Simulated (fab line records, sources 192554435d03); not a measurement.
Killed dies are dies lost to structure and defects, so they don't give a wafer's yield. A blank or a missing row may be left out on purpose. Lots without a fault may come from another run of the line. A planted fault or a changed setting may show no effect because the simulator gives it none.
A struck lot beside a sound one | flow n5_finfet | 37 steps out of a route of 1938
Sound: wafers L646.1, L646.5, L646.6. Struck: wafers L637.1, L637.3, L637.5. The cause comes at the end.
At each step with rows: each side's tool, then ch and its chambers, then its first start. Under that, the readings that differ: sound wafers | struck wafers | difference of the means | sigmas: that difference in standard deviations of wafers without a fault.
alike: readings whose means differ by less than 2 such deviations, and words and numbers that are the same on both sides. not compared: withheld readings, readings that some wafer has no value for, bounds like >300 that may hide the same value, and numbers for which the record gives no deviation and whose values overlap.
The two part at a step that has a row with sigmas, a row that says differs or no value, or rows on one side only. Numbers that don't overlap but have no deviation are shown without sigmas and don't part them. A reading that every wafer of one side lacks parts them only if that side has two wafers or more.

first, 8 steps without rows for these wafers: N5_BEOL_M5_ANNEAL_51 (time 90 s); N5_BEOL_M5_CMP_52 (polishes, stops on SiCOH lowk, t overpolish 6.9 s, target thk 62 nm); N5_BEOL_M5_PRE_CLEAN_77 (time 15 s); N5_BEOL_M5_CO_CAP_78 (material Co, precursor CCTBA/H2, target thk 2 nm, time 102.1 s); N5_BEOL_M5_PRE_CLEAN_55 (time 15 s); N5_BEOL_M5_DEP_56 (deposits SiCN from 3MS/NH3, target thk 8 nm, time 14 s); N5_BEOL_M6_ILD_DEP_00 (deposits SiCOH lowk from DEMS/porogen, target thk 179.75 nm, time 33.4 s); N5_BEOL_M6_CURE_74 (cures SiCOH lowk, time 240 s).
N5_BEOL_M6_PECVD_70: deposits SiO2 from TEOS/O2, target thk 20 nm, time 22.7 s.
  sound on pecvd-02 ch 0,1,2, day 13 11:53; struck on pecvd-04 ch 0,1,2, day 11 06:17
  alike: heater_power_w, showerhead_plenum_p_Torr, throttle_valve_pct
then, 25 steps without rows for these wafers: N5_BEOL_M6_HM_DEP_02 (deposits TiN, target thk 20 nm); N5_BEOL_M6_COAT_59 (time 60 s, resist thk 100 nm); N5_BEOL_M6_COAT_60 (time 60 s, resist thk 35 nm); N5_BEOL_M6_COAT_05 (resist thk 90 nm); N5_BEOL_M6_EBR_07; N5_BEOL_M6_SOFTBAKE_06 (time 60 s); N5_BEOL_M6_EXPOSE_08 (exposes mask M6); N5_BEOL_M6_PEB_09 (peb time 60 s); N5_BEOL_M6_DEVELOP_10 (develop time 30 s); N5_BEOL_M6_DESCUM_16 (chemistry O2, time 7.9 s); N5_BEOL_M6_ETCH_61 (etches SiARC in CF4, target depth 45.5 nm, time 75.8 s); N5_BEOL_M6_ETCH_62 (etches SOC in N2/H2, target depth 110 nm, overetch 22 nm, time 165 s); N5_BEOL_M6_STRIP_68 (strips in N2/H2); N5_BEOL_M6_STRIP_67 (strips in CF4); N5_BEOL_M6_HM_OPEN_17 (chemistry Cl2/BCl3, target TiN, target depth 20 nm, overetch 6 nm); N5_BEOL_M6_STRIP_19 (strips in O2); N5_BEOL_M6_COAT_63 (time 60 s, resist thk 60 nm); N5_BEOL_M6_COAT_64 (time 60 s, resist thk 12 nm); N5_BEOL_M6_COAT_71 (time 60 s, resist thk 5 nm); N5_BEOL_M6_COAT_22 (resist thk 30 nm); N5_BEOL_M6_EBR_24; N5_BEOL_M6_SOFTBAKE_23 (time 60 s); N5_BEOL_M6_EXPOSE_25 (exposes mask V5, target cd 40 nm); N5_BEOL_M6_PEB_26 (peb time 60 s); N5_BEOL_M6_DEVELOP_27 (develop time 30 s).
N5_BEOL_M6_HM_STRIP_39: strips TiN in peroxide tin strip, target depth 25 nm, time 158 s.
  sound on wet_bench-02 ch 3,4,7, day 13 17:49; struck on wet_bench-05 ch 1,3,6, day 11 11:07
  reading                                    | sound          | struck       | difference | sigmas
  model.SiO2_of_BEOL_M6_PECVD_70.thk_nm (nm) | 19.6 20.4 20.2 | 39 39.2 39.4 | +19        |
N5_BEOL_M6_CMP_52: polishes, stops on SiCOH lowk, t overpolish 6.9 s, target thk 80 nm.
  sound on cmp-04 ch 1,2,3, day 13 21:20; struck on cmp-04 ch 0,1,2, day 11 12:46
  reading                      | sound             | struck            | difference | sigmas
  barrier_field_endpoint_s (s) | 27.7 29.1 29.5    | 46.7 46.7 46.7    | +17.9      | +29
  overpolish_run_s (s)         | 6.902 6.907 6.911 | 0.056 0.036 0.046 | -6.861     | -99 or more
  alike: motor_current_A, time_to_endpoint_s
  not compared: pad_life_wafers
-- the record jumps here: 3 days lie between the struck wafers' starts before and after (it left off in module BEOL_M6 and takes up again in module PASSIVATION, whose first step shown is number 1936 of the route) --
N5_PASSIVATION_PROBE_49:
  sound on prober-02, day 17 06:10; struck on prober-02, day 14 11:53
  reading            | sound    | struck  | difference | sigmas
  killed_at_contacts | 18 33 15 | 5 16 10 | -12        | -2
  killed_at_other    | 0 0 0    | 8 8 10  | +9         | +3
  alike: defect_limited_yield, killed_at_M0_to_M3, killed_at_M4_up, killed_at_front_end, killed_dies, killed_open, killed_short, sort_bin_5_function, sort_bin_6_memory, sort_n_pass, sort_yield_pct

WHERE THEY PART
First at N5_BEOL_M6_CMP_52; last, within this record, at N5_PASSIVATION_PROBE_49.

WHY: what the simulator had put in
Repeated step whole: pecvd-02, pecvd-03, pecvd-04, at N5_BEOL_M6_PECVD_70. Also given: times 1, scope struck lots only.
